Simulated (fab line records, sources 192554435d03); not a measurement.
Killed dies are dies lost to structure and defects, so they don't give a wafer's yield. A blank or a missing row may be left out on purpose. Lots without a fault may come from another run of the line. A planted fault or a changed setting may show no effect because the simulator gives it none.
fab line records | flow n5_finfet
record lots=10 wafers=29 last_day=17
route steps=1938 shown BEOL_M9@1418 PASSIVATION@1936
lots that met no fault: from a run of the same line without faults
start_h: hours from the record's first day to the start of the lot's first wafer shown | wait_h: hours since the lot's step before | " the same as in the row above | L1.1+2: a row that stands for several wafers | - no value, or no start given | * or withheld: withheld | < > ~ a bound
route shown NAME@n: a module of which the file shows steps, and the number in the route of the first | usual: mean/standard deviation of fault-free wafers | same: alike in all rows | chamber/n: place in a boat | sites: the reading at each site | _std_site: their standard deviation | _edge_site: outer sites' mean less inner sites' | radius_mm: how far each site lies from the wafer's centre | mask NAME#n: copy n | behind: the tool/chamber that last shaped the wafer | hold: why the lot was held/for how many hours/how that ended | device: the transistor (n, p or np) that didn't switch | end of line: the same wafers' tests at the end of the route | a step without rows: its recipe alone | killed: dies lost to structure and defects at the first sort, not the wafer's yield | map: a wafer's dies, x killed, . not, _ none there
set.NAME: the setting as run; set.NAME@STEP: as run at that earlier step | model.NAME: the simulator's own value behind a step, which no gauge read
steps of the route over a sample of lots; a table a step, a row a wafer
services: from which hour (start_h, from the record's first day; less than 0 if before it) a tool's chamber was out of use, for how many hours, and why
## steps
# step N5_BEOL_M9_ETCH_61
# recipe chemistry=CF4 target=SiARC target_depth_a=390 mask_material=CAR-ArF time_s=65 ion_energy_ev=80 pressure_mtorr=40 source_w=545 bias_w=36 Ar_flow_sccm=100 cf4_flow_sccm=100 ends=cleared
# usual drypump_motor_current_A=5.9/0.45 etch_rf_on_time_s=66.2/2.3 oes_product_au=0.69/0.077 rf_vpp_V=184.0/1.2 showerhead_plenum_p_Torr=2.14/0.059 throttle_valve_pct=15.6/0.32
# columns lot.wafer tool chamber start_h wait_h drypump_motor_current_A etch_rf_on_time_s oes_product_au rf_hours_counter_h rf_vpp_V showerhead_plenum_p_Torr throttle_valve_pct
L635.1 rie_diel-06 2 217.09 0.0 5.4 69.8 0.62 173 183.8 2.15 16.0
L635.2 " 1 " " 5.5 61.9 0.81 21 183.7 2.10 15.4
L635.5 " 2 " " 5.4 69.0 0.62 - 185.3 2.15 16.0
L634.2 rie_diel-03 0 217.62 0.0 6.2 65.5 0.80 14 183.1 2.08 15.0
L634.4 " 1 " " 5.7 64.1 0.64 187 183.6 2.06 16.0
L634.5 " 0 " " 6.2 66.0 0.80 - 183.0 2.08 15.0
L636.3 rie_diel-06 0 218.08 0.0 6.1 62.1 0.71 91 183.6 2.17 15.8
L636.5 " 1 " " 5.5 61.3 0.81 - 183.9 2.10 15.4
L636.6 " 0 " " 6.0 61.9 0.71 - 184.2 2.17 15.8
L641.3 rie_diel-03 3 257.29 0.0 5.7 69.6 0.56 239 184.4 2.20 15.9
L641.4 " 0 " " 6.2 65.9 0.78 25 184.1 2.07 15.0
L641.6 " 3 " " 5.7 69.9 0.56 - 184.2 2.20 15.9
L644.2 rie_diel-03 2 259.88 0.0 6.5 67.6 0.74 36 185.3 2.18 15.4
L644.3 " 3 " " 5.7 69.5 0.56 240 183.9 2.20 15.9
L644.4 " 1 " " 5.7 65.0 0.62 199 183.3 2.06 16.1
L646.1 rie_diel-03 2 287.88 0.0 6.6 66.7 0.74 45 183.2 2.17 15.4
L646.2 " 3 " " 5.7 69.2 0.55 247 184.6 2.20 15.9
L646.6 " 3 " " 5.7 68.5 0.55 - 185.5 2.20 15.9
L649.1 rie_diel-02 0 307.29 0.0 6.3 67.0 0.56 250 186.0 2.21 15.7
L649.4 " 1 " " 6.6 67.8 0.64 130 185.4 2.15 15.5
L649.6 " 0 " " 6.3 67.4 0.56 - 185.5 2.21 15.7
L650.1 rie_diel-02 3 317.23 0.0 5.3 65.6 0.69 95 182.7 2.08 15.5
L650.3 " 2 " " 6.1 67.0 0.74 38 183.1 2.10 15.6
L650.5 " 1 " " 6.6 68.9 0.64 - 184.3 2.15 15.5
L653.2 rie_diel-02 3 338.05 0.0 5.2 65.2 0.67 101 183.1 2.08 15.5
L653.3 " 0 " " 6.3 65.9 0.79 3 184.4 2.21 15.2
L654.1 rie_diel-03 3 338.12 0.0 5.7 66.6 0.78 8 183.7 2.19 15.5
L654.5 " 2 " " 6.6 66.8 0.72 - 183.0 2.17 15.4
L654.6 " 3 " " 5.7 66.4 0.78 - 184.5 2.19 15.5
# step N5_BEOL_M9_STRIP_19
# recipe chemistry=O2 power_w=400 temp_c=40 pressure_mtorr=30 rf_frequency_hz=6e+07 bias_power_w=0 overash_fraction=0.2 o2_flow_sccm=225
# usual drypump_motor_current_A=5.9/0.45 oes_product_au=0.82/0.085 rf_vpp_V=3.7/0.61 showerhead_plenum_p_Torr=2.10/0.07 throttle_valve_pct=16.64/0.27
# same bias_power_w=0
# columns lot.wafer tool chamber start_h wait_h drypump_motor_current_A oes_product_au rf_hours_counter_h rf_vpp_V showerhead_plenum_p_Torr throttle_valve_pct
L635.1 rie_diel-02 1 217.55 0.2 6.6 0.78 103 3.8 2.12 16.49
L635.2 " 0 " " 6.2 0.69 224 3.9 2.16 16.56
L635.5 " 2 " " 6.1 0.96 - 3.7 2.06 16.53
L634.2 rie_diel-06 3 218.01 0.1 5.4 0.90 47 2.9 2.23 16.50
L634.4 " 0 " " 6.0 0.83 91 3.9 2.14 16.92
L634.5 " 2 " " 5.4 0.75 - 4.9 2.09 16.98
L636.3 rie_diel-03 2 218.44 0.1 6.6 0.94 23 4.0 2.15 16.50
L636.5 " 1 " " 5.7 0.75 - 3.0 1.99 16.97
L636.6 " 2 " " 6.6 0.93 - 3.1 2.15 16.50
L641.3 rie_diel-03 1 257.67 0.1 5.7 0.73 198 3.7 1.99 16.99
L641.4 " 0 " " 6.2 0.92 25 4.6 2.05 16.16
L641.6 " 3 " " 5.7 0.68 - 3.5 2.16 16.99
L644.2 rie_diel-06 1 260.23 0.1 5.5 0.90 33 4.3 2.05 16.43
L644.3 " 2 " " 5.3 0.73 186 3.1 2.08 17.01
L644.4 " 3 " " 5.4 0.87 59 3.7 2.23 16.51
L646.1 rie_diel-03 2 288.23 0.1 6.6 0.88 45 4.6 2.15 16.55
L646.2 " 1 " " 5.7 0.73 209 4.6 1.98 16.98
L646.6 " 2 " " 6.6 0.89 - 3.0 2.15 16.53
L649.1 rie_diel-06 1 307.67 0.1 5.5 0.88 45 4.2 2.04 16.46
L649.4 " 3 " " 5.4 0.85 75 2.9 2.22 16.53
L649.6 " 0 " " 6.0 0.79 - 4.7 2.13 16.98
L650.1 rie_diel-06 1 317.57 0.1 5.5 0.89 46 3.8 2.04 16.46
L650.3 " 3 " " 5.4 0.85 78 3.7 2.22 16.54
L650.5 " 3 " " 5.4 0.83 - 4.1 2.22 16.51
L653.2 rie_diel-02 1 338.41 0.1 6.6 0.75 140 4.7 2.11 16.59
L653.3 " 0 " " 6.3 0.96 4 3.2 2.15 16.14
L654.1 rie_diel-02 3 338.69 0.3 5.2 0.79 101 4.5 2.02 16.50
L654.5 " 0 " " 6.3 0.96 - 3.5 2.15 16.12
L654.6 " 3 " " 5.2 0.78 - 3.0 2.02 16.52
# step N5_BEOL_M9_DESCUM_33
# recipe chemistry=O2 time_s=7 source_power_w=50 bias_power_w=20 pressure_mtorr=20 rf_frequency_hz=2.712e+07 temp_c=40 resist=CAR-EUV o2_flow_sccm=225
# usual bias_power_w=20.00/0.067 drypump_motor_current_A=5.9/0.48 oes_product_au=0.82/0.087 rf_vpp_V=243.2/1.2 showerhead_plenum_p_Torr=2.09/0.062 throttle_valve_pct=20.35/0.26
# same time_s=7
# columns lot.wafer tool chamber start_h wait_h bias_power_w drypump_motor_current_A oes_product_au rf_hours_counter_h rf_vpp_V showerhead_plenum_p_Torr throttle_valve_pct
L635.1 rie_diel-02 0 220.21 0.0 20.01 6.3 0.70 224 243.3 2.16 20.25
L635.2 " 2 " " 19.90 6.1 0.97 7 241.1 2.05 20.33
L635.5 " 1 " " 19.96 6.7 0.79 - 244.3 2.12 20.24
L634.2 rie_diel-03 1 220.25 0.0 20.03 5.7 0.75 188 242.2 1.99 20.68
L634.4 " 2 " " 19.96 6.6 0.93 24 243.5 2.15 20.25
L634.5 " 3 " " 20.08 5.7 0.68 - 245.1 2.16 20.68
L636.3 rie_diel-03 0 221.40 1.0 19.97 6.2 0.96 15 242.1 2.05 19.90
L636.5 " 2 " " 19.86 6.6 0.92 - 243.4 2.15 20.23
L636.6 " 3 " " 20.00 5.7 0.68 - 245.1 2.16 20.68
L641.3 rie_diel-03 0 258.68 0.4 20.00 6.2 0.93 25 242.6 2.04 19.92
L641.4 " 2 " " 19.96 6.6 0.90 35 243.6 2.15 20.26
L641.6 " 1 " " 20.07 5.7 0.73 - 241.1 1.98 20.69
L644.2 rie_diel-03 0 263.02 0.0 20.07 6.2 0.92 26 244.0 2.04 19.93
L644.3 " 1 " " 19.91 5.7 0.72 200 242.0 1.98 20.68
L644.4 " 2 " " 20.01 6.6 0.90 37 244.8 2.15 20.26
L646.1 rie_diel-06 0 288.75 0.0 19.91 6.1 0.80 112 243.6 2.13 20.77
L646.2 " 1 " " 19.86 5.5 0.90 40 241.6 2.04 20.24
L646.6 " 1 " " 19.89 5.5 0.89 - 242.4 2.04 20.23
L649.1 rie_diel-06 1 309.68 0.0 19.92 5.5 0.89 45 242.9 2.04 20.25
L649.4 " 2 " " 20.08 5.3 0.71 201 242.1 2.07 20.78
L649.6 " 1 " " 20.05 5.5 0.88 - 242.6 2.04 20.23
L650.1 rie_diel-06 0 320.15 0.0 20.12 6.0 0.79 120 242.1 2.12 20.76
L650.3 " 2 " " 20.01 5.3 0.72 204 243.7 2.07 20.77
L650.5 " 0 " " 20.05 6.0 0.79 - 242.8 2.12 20.77
L653.2 rie_diel-02 0 338.91 0.0 20.01 6.2 0.95 4 244.9 2.15 19.86
L653.3 " 2 " " 19.97 6.1 0.86 45 243.1 2.04 20.40
L654.1 rie_diel-06 2 341.65 0.0 19.99 5.4 0.71 211 243.8 2.07 20.79
L654.5 " 3 " " 20.04 5.4 0.83 - 244.5 2.22 20.32
L654.6 " 0 " " 20.00 6.0 0.79 - 242.5 2.12 20.79
# step N5_BEOL_M9_STRIP_36
# recipe chemistry=N2/H2 power_w=450 temp_c=40 pressure_mtorr=20 rf_frequency_hz=6e+07 overash_fraction=0.3 bias_power_w=7 h2_frac=0.5 n2_flow_sccm=200 h2_flow_sccm=200
# usual bias_power_w=6.997/0.023 drypump_motor_current_A=5.9/0.48 oes_product_au=0.82/0.086 power_w=449.8/1.4 rf_vpp_V=58.9/1.5 showerhead_plenum_p_Torr=2.53/0.065 throttle_valve_pct=23.5/0.45
# columns lot.wafer tool chamber start_h wait_h bias_power_w drypump_motor_current_A oes_product_au power_w rf_hours_counter_h rf_vpp_V showerhead_plenum_p_Torr throttle_valve_pct
L635.1 rie_diel-02 0 220.45 0.0 6.977 6.3 0.69 446.6 224 59.0 2.59 23.1
L635.2 " 2 " " 7.011 6.1 0.96 451.9 7 59.0 2.53 24.2
L635.5 " 1 " " 7.005 6.7 0.79 448.2 - 58.4 2.55 23.3
L634.2 rie_diel-03 1 220.49 0.0 7.003 5.7 0.75 452.2 188 55.5 2.39 23.4
L634.4 " 2 " " 6.989 6.6 0.92 448.8 24 61.1 2.57 22.8
L634.5 " 3 " " 6.981 5.7 0.67 448.1 - 56.8 2.61 23.8
L636.3 rie_diel-03 0 221.65 0.0 7.007 6.2 0.95 448.8 15 55.2 2.50 23.4
L636.5 " 2 " " 6.984 6.6 0.93 449.3 - 59.4 2.57 22.8
L636.6 " 3 " " 7.016 5.7 0.68 451.7 - 61.2 2.61 23.9
L641.3 rie_diel-03 0 258.92 0.0 6.986 6.2 0.93 419.8 25 58.1 2.49 23.4
L641.4 " 2 " " 6.949 6.6 0.89 419.7 35 60.9 2.56 22.8
L641.6 " 1 " " 7.025 5.7 0.73 414.9 - 55.0 2.38 23.4
L644.2 rie_diel-03 0 263.26 0.0 7.009 6.2 0.93 417.0 26 56.8 2.49 23.4
L644.3 " 1 " " 6.981 5.6 0.74 418.1 200 58.2 2.38 23.4
L644.4 " 2 " " 7.023 6.6 0.89 418.9 37 61.9 2.56 22.8
L646.1 rie_diel-06 0 288.99 0.0 6.976 6.1 0.81 450.6 112 59.5 2.57 23.8
L646.2 " 1 " " 7.015 5.5 0.89 452.0 40 61.4 2.49 23.7
L646.6 " 1 " " 6.983 5.5 0.89 449.5 - 56.5 2.49 23.6
L649.1 rie_diel-06 1 309.92 0.0 6.968 5.5 0.88 448.1 45 59.9 2.49 23.7
L649.4 " 2 " " 6.972 5.3 0.71 452.0 202 59.4 2.53 24.1
L649.6 " 1 " " 6.946 5.5 0.89 447.9 - 58.7 2.49 23.7
L650.1 rie_diel-06 0 320.39 0.0 6.967 6.1 0.80 449.8 120 57.6 2.57 23.8
L650.3 " 2 " " 7.017 5.4 0.71 448.3 204 60.0 2.53 24.1
L650.5 " 0 " " 7.005 6.1 0.80 448.4 - 61.0 2.56 23.8
L653.2 rie_diel-02 0 339.15 0.0 6.995 6.3 0.95 449.6 4 59.9 2.57 22.7
L653.3 " 2 " " 6.991 6.1 0.87 453.2 45 57.8 2.51 24.2
L654.1 rie_diel-06 2 341.89 0.0 6.945 5.4 0.69 449.4 211 58.7 2.53 24.1
L654.5 " 3 " " 7.025 5.4 0.83 450.5 - 56.1 2.66 23.1
L654.6 " 0 " " 6.994 6.1 0.79 449.4 - 61.2 2.56 23.8
# step N5_PASSIVATION_PROBE_49
# usual defect_limited_yield=91.1/1.6 killed_at_M0_to_M3=35/11 killed_at_M4_up=13/5.4 killed_at_contacts=13/6.5 killed_at_front_end=40/14 killed_at_other=4/3.1 killed_dies=105/18 killed_open=69/14 killed_short=34/7.3 sort_bin_5_function=5.2/0.96 sort_bin_6_memory=3.4/0.77 sort_n_pass=1075/19 sort_yield_pct=91.1/1.6
# same gross_dies=1180 killed_at_back_side=0 sort_bin_4_leakage[%]=0 sort_bin_8_speed[%]=0
# columns lot.wafer tool chamber start_h wait_h defect_limited_yield[%] killed_at_M0_to_M3 killed_at_M4_up killed_at_contacts killed_at_front_end killed_at_other killed_dies killed_open killed_short sort_bin_5_function[%] sort_bin_6_memory[%] sort_n_pass sort_yield_pct[%]
L641.3 prober-02 - 317.67 0.1 90.8 33 16 19 38 2 108 79 29 6.2 2.8 1072 90.8
L641.4 prober-02 - 317.72 0.2 92.4 25 15 20 28 2 90 65 25 4.5 2.9 1090 92.4
L641.6 prober-02 - 317.82 0.3 92.6 25 15 19 24 4 87 57 30 4.2 3.0 1093 92.6
L654.1 prober-01 - 398.01 0.0 94.1 16 6 16 22 10 70 48 20 3.2 2.6 1110 94.1
L654.5 prober-01 - 398.21 0.2 89.7 52 12 9 46 3 122 90 30 6.9 3.3 1058 89.7
L654.6 prober-01 - 398.26 0.3 91.3 22 10 36 33 2 103 71 29 4.7 3.4 1077 91.3
# killed by level:class
L641.3 MOL_CONTACT_COAG:geometric_particle:open=14 BEOL_M3:geometric_particle:open=9 FIN_SAQP:geometric_particle:open=8 BEOL_M2:geometric_particle:open=8 FIN_SAQP:geometric_particle:short=7 MOL_CONTACT_COAG:geometric_particle:short=5 BEOL_M0_SAQP:geometric_particle:open=5 BEOL_M0_SAQP:geometric_particle:short=5
L641.4 MOL_CONTACT_COAG:geometric_particle:open=17 STI_FIN_REVEAL:geometric_particle:open=7 BEOL_M3:geometric_particle:open=7 BEOL_M1:geometric_particle:open=5 BEOL_M6:geometric_particle:open=5 DUMMY_GATE:geometric_particle:open=4 GATE_CUT:geometric_particle:short=4 BEOL_M0_SAQP:geometric_particle:short=4
L641.6 MOL_CONTACT_COAG:geometric_particle:open=14 BEOL_M3:geometric_particle:open=10 DUMMY_GATE:geometric_particle:open=5 MOL_CONTACT_COAG:geometric_particle:short=5 BEOL_M4:geometric_particle:short=5 FIN_SAQP:geometric_particle:open=4 BEOL_M2:geometric_particle:short=4 BEOL_M3:geometric_particle:short=4
L654.1 MOL_CONTACT_COAG:geometric_particle:open=15 BEOL_M3:geometric_particle:open=6 PASS1_CAP:geometric_particle:open=6 STARTING-WAFER:geometric_particle:open=5 FIN_SAQP:geometric_particle:short=3 DUMMY_GATE:geometric_particle:open=3 BEOL_M0_SAQP:geometric_particle:short=3 STARTING-WAFER:geometric_particle:short=3
L654.5 BEOL_M3:geometric_particle:open=17 FIN_SAQP:geometric_particle:open=16 BEOL_M2:geometric_particle:open=11 FIN_SAQP:geometric_particle:short=9 BEOL_M0_SAQP:geometric_particle:open=9 MOL_CONTACT_COAG:geometric_particle:open=8 BEOL_M0_SAQP:geometric_particle:short=5 ILD0:geometric_particle:short=4
L654.6 MOL_CONTACT_COAG:geometric_particle:open=29 STI_FIN_REVEAL:geometric_particle:open=7 MOL_CONTACT_COAG:geometric_particle:short=7 BEOL_M2:geometric_particle:open=7 FIN_SAQP:geometric_particle:short=5 BEOL_M0_SAQP:geometric_particle:short=4 BEOL_M0_SAQP:geometric_particle:open=4 STARTING-WAFER:geometric_particle:open=4
## services
# columns tool chamber start_h hours kind
rie_diel-06 1 268.83 5.7 repair
rie_diel-03 0 288.35 3.7 repair
rie_diel-03 3 298.09 - clean
rie_diel-03 3 298.09 - consumable_replace:focus_ring
rie_diel-03 3 298.09 12.6 scheduled_down
rie_diel-03 3 298.09 12.6 vent_cycle
rie_diel-02 0 307.50 - clean
rie_diel-02 0 307.50 - consumable_replace:focus_ring
## key
first_sign step=N5_BEOL_M9_STRIP_36 reading=power_w direction=down sigmas=23 usual=* struck=*
effect none on later readings
met_at N5_BEOL_M9_STRIP_36
struck_lots L641,L644
not_acting_at N5_BEOL_M9_ETCH_61,N5_BEOL_M9_STRIP_19,N5_BEOL_M9_DESCUM_33
onset_between 221.65 258.92
fault kind=process_parameter_drift tool=rie_diel-03 chamber=- onset_h=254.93 steps=N5_BEOL_M9_STRIP_36 channel=power_w offset=* shape=step end_h=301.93 acts_in=* stated=*
